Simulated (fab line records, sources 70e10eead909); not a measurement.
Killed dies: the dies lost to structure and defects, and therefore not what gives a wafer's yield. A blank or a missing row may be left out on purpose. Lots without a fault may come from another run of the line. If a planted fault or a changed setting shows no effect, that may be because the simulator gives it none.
Comparing a struck lot with a sound one :: flow nand harc :: 41 out of 1302 route steps
Sound: these wafers, L826.3, L826.4, L826.5. The struck wafers were L830.3, L830.4, L830.6. At the end, the cause is stated.
Order at every step that has rows: each side's tool, ch and its chambers, its first start. Under that, the readings that differ: sound wafers :: struck wafers :: difference of the means :: sigmas: that difference in standard deviations of wafers without a fault.
alike: same words and numbers on both sides, and readings whose means sit less than 2 such deviations apart. not compared: any withheld reading, any reading some wafer has no value for, any bound like >300 that may hide the same value, and any number with overlapping values for which the record gives no deviation.
A row with sigmas, a row that says differs or no value, or rows on one side alone: a step with any of these is where the two part. Non-overlapping numbers with no deviation appear without sigmas and do not part them. A reading missing from all wafers of one side parts the sides only when that side holds two or more wafers.

NHARC_A_ONON_D2_THK_MEAS_34: measures by ellipsometry.
  struck on film metro-02, day 17 00:50; sound on film metro-01, day 15 19:13
  alike: thk nm
NHARC_A_ONON_D2_INSPECT_32:
  struck on defect inspect-02, day 17 00:54; sound on defect inspect-02, day 15 19:16
  alike: raw defect count
then, 9 steps without rows for these wafers: NHARC_A_CHANNEL_HOLE_D2_DEP_00 (deposits aC, target thk 3100 nm); NHARC_A_CHANNEL_HOLE_D2_DEP_01 (deposits SiON, target thk 140 nm); NHARC_A_CHANNEL_HOLE_D2_DEHYDRATE_02 (time 120 s); NHARC_A_CHANNEL_HOLE_D2_HMDS_03 (time 30 s); NHARC_A_CHANNEL_HOLE_D2_COAT_36 (time 75 s); NHARC_A_CHANNEL_HOLE_D2_COAT_37 (time 65 s); NHARC_A_CHANNEL_HOLE_D2_COAT_04 (resist thk 90 nm); NHARC_A_CHANNEL_HOLE_D2_SOFTBAKE_05 (time 55 s); NHARC_A_CHANNEL_HOLE_D2_EBR_06.
NHARC_A_CHANNEL_HOLE_D2_EXPOSE_07: exposes mask HOLE D2, target cd 100 nm.
  sound on arfi scanner-01 ch 0, day 16 03:19; struck on arfi scanner-01 ch 0, day 17 03:41
reading: exposure dose mJ cm2
sound: 60.7 60.8 60.7
struck: 40.7 40.8 40.9
difference: -19.9
sigmas: -42
  alike: mask
then, 2 steps without rows for these wafers: NHARC_A_CHANNEL_HOLE_D2_PEB_08 (peb time 65 s); NHARC_A_CHANNEL_HOLE_D2_DEVELOP_09 (develop time 35 s).
NHARC_A_CHANNEL_HOLE_D2_CD_MEAS_10 targets a cd of 100 nm.
  sound on cd sem-02 ch 0, day 16 03:27; struck on cd sem-02 ch 0, day 17 03:49
reading: cd nm (nm)
sound: 100.1 100.5 100.4
struck: 79.7 80.1 80.5
difference: -20.2
sigmas: -49
NHARC_A_CHANNEL_HOLE_D2_OVL_MEAS_11:
  struck on overlay-01, day 17 03:54; sound on overlay-01, day 16 03:32
  alike: overlay x nm, overlay y nm
NHARC_A_CHANNEL_HOLE_D2_INSPECT_12:
  struck on defect inspect-01, day 17 03:56; sound on defect inspect-02, day 16 03:34
reading: raw defect count
sound: 67 52 54
struck: 8 11 11
difference: -48
sigmas: -2
NHARC_A_CHANNEL_HOLE_D2_DESCUM_15: chemistry O2, time 3 s.
  sound on rie diel-11 ch 0,2,3, day 16 03:38; struck on rie diel-10 ch 1,3, day 17 04:00
reading: model.A_CHANNEL_HOLE_D2.cd nm (nm)
sound: 100.2 100.1 100.4
struck: 79.61 80.18 80.24
difference: -20.22
sigmas: 
  alike: drypump motor current A, oes product au, rf vpp V, showerhead plenum p Torr, throttle valve pct
  not compared: rf hours counter h
then, 1 step without rows for these wafers: NHARC_A_CHANNEL_HOLE_D2_ETCH_38 (etches the open film in CF4, target depth 39 nm, time 65 s).
NHARC_A_CHANNEL_HOLE_D2_ETCH_39: etches the open film in N2/H2, target depth 260 nm, time 325 s.
  sound: rie diel-11 ch 0,1,2; struck: rie diel-10 ch 0,2,3
  alike: drypump motor current A, oes product au, rf vpp V, showerhead plenum p Torr, throttle valve pct
  not compared: rf hours counter h
then, 2 steps without rows for these wafers: NHARC_A_CHANNEL_HOLE_D2_ETCH_34 (etches the open film in CF4/CHF3, target depth 154 nm, time 77 s); NHARC_A_CHANNEL_HOLE_D2_ETCH_16 (etches the open film in O2/COS, target depth 3100 nm, time 806 s).
NHARC_A_CHANNEL_HOLE_D2_CD_MEAS_18:
  struck on cd sem-01, day 17 05:07; sound on cd sem-03, day 16 04:44
reading: cd nm (nm)
sound: 100.2 99.9 99.0
struck: 78.1 79.0 77.2
difference: -21.6
sigmas: -14
NHARC_A_CHANNEL_HOLE_D2_ETCH_19: etches the open film in C4F8/O2/Ar, time 34.5 s.
  sound on har etch-01 ch 0,1, day 16 07:58; struck on har etch-02 ch 0,1, day 17 07:13
reading: drypump motor current A (A)
sound: 6.3 6.5 6.5
struck: 4.9 5.1 4.9
difference: -1.5
sigmas: -2

reading: showerhead plenum p Torr (Torr)
sound: 3.51 3.63 3.63
struck: 3.98 3.73 3.98
difference: +0.31
sigmas: +2
  alike: throttle valve pct
  not compared: rf hours counter h
then, 1 step without rows for these wafers: NHARC_A_CHANNEL_HOLE_D2_ETCH_20 (etches the open film in C4F8/O2/Ar, time 361.9 s, target depth 1600 nm).
NHARC_A_CHANNEL_HOLE_D2_ETCH_21: etches the open film in C4F8/O2/Ar, time 514.3 s, target depth 1600 nm.
  sound on har etch-01 ch 0,1, day 16 08:30; struck on har etch-02 ch 0,1, day 17 07:45
reading: drypump motor current A (A)
sound: 6.2 6.5 6.5
struck: 4.9 5.1 4.9
difference: -1.4
sigmas: -2
  alike: showerhead plenum p Torr, throttle valve pct
  not compared: rf hours counter h
then, 4 steps without rows for these wafers: NHARC_A_CHANNEL_HOLE_D2_ETCH_22 (etches the open film in C4F8/O2/Ar, time 666.7 s, target depth 1600 nm); NHARC_A_CHANNEL_HOLE_D2_ETCH_23 (etches the open film in C4F8/O2/Ar, time 819 s, target depth 1600 nm); NHARC_A_CHANNEL_HOLE_D2_ETCH_24 (etches the open film in C4F8/O2/Ar, time 906.2 s, target depth 1500 nm); NHARC_A_CHANNEL_HOLE_D2_ETCH_25 (etches the open film in C4F8/O2/Ar, time 1040.2 s, target depth 1500 nm).
NHARC_A_CHANNEL_HOLE_D2_ETCH_26: etches the open film in C4F8/O2/Ar, time 224.1 s, target depth 300 nm.
  sound on har etch-01 ch 0,1, day 16 11:47; struck on har etch-02 ch 0,1, day 17 11:00
reading: drypump motor current A (A)
sound: 6.3 6.4 6.4
struck: 4.9 5.1 4.9
difference: -1.4
sigmas: -2

reading: showerhead plenum p Torr (Torr)
sound: 3.51 3.63 3.63
struck: 3.98 3.74 3.98
difference: +0.31
sigmas: +2
  alike: throttle valve pct
  not compared: rf hours counter h
NHARC_A_CHANNEL_HOLE_D2_ETCH_27: etches the open film in C4F8/O2/Ar, time 90 s, target depth 400 nm.
  sound on har etch-01 ch 0,1, day 16 11:59; struck on har etch-02 ch 0,1, day 17 11:12
reading: drypump motor current A (A)
sound: 6.3 6.4 6.5
struck: 4.9 5.1 4.9
difference: -1.4
sigmas: -2

reading: showerhead plenum p Torr (Torr)
sound: 3.51 3.63 3.63
struck: 3.97 3.73 3.97
difference: +0.30
sigmas: +2
  alike: throttle valve pct
  not compared: rf hours counter h
then, 3 steps without rows for these wafers: NHARC_A_CHANNEL_HOLE_D2_STRIP_41 (strips in N2/H2); NHARC_A_CHANNEL_HOLE_D2_STRIP_42 (strips in CF4/CHF3); NHARC_A_CHANNEL_HOLE_D2_STRIP_43 (strips in O2/COS).
NHARC_A_CHANNEL_HOLE_D2_ETCH_44: etches the open film in CF4/O2, target depth 140 nm, overetch 14 nm, time 77 s.
  sound on rie diel-10 ch 0,2, day 16 12:40; struck on rie diel-11 ch 0,2,3, day 17 11:55
reading: model.A_CHANNEL_HOLE_D2.cd nm (nm)
sound: 89.97 90.27 89.84
struck: 70.45 70.36 70.04
difference: -19.74
sigmas: 
  alike: cf4 flow sccm, drypump motor current A, oes product au, rf vpp V, showerhead plenum p Torr, throttle valve pct
  not compared: rf hours counter h
then, 3 steps without rows for these wafers: NHARC_A_CHANNEL_HOLE_D2_STRIP_28 (strips in O2); NHARC_A_CHANNEL_HOLE_D2_PRECLEAN_29 (cleans in SC1); NHARC_A_CHANNEL_HOLE_D2_SRD_30.
NHARC_A_CHANNEL_HOLE_D2_CD_MEAS_31:
  struck on cd sem-02, day 17 12:50; sound on cd sem-03, day 16 13:28
reading: cd nm (nm)
sound: 89.7 90.5 89.4
struck: 70.5 70.1 70.4
difference: -19.5
sigmas: -22
NHARC_A_CHANNEL_HOLE_D2_XSEM_32:
  sound on xsem-02 ch 0, day 16 13:34; struck on xsem-01 ch 0, day 17 12:55
reading: bot cd nm (nm)
sound: 73.1 73.4 72.6
struck: 54.5 54.4 54.5
difference: -18.6
sigmas: -17
  alike: bow nm, tilt deg

== WHERE THEY PART ==
First at NHARC_A_CHANNEL_HOLE_D2_EXPOSE_07; last, within this record, at NHARC_A_CHANNEL_HOLE_D2_XSEM_32.

WHY: what the simulator had put in
Process parameters drifting: arfi scanner-01 at NHARC_A_CHANNEL_HOLE_D2_EXPOSE_07, beginning at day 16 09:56. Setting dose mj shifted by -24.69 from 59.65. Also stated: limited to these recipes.
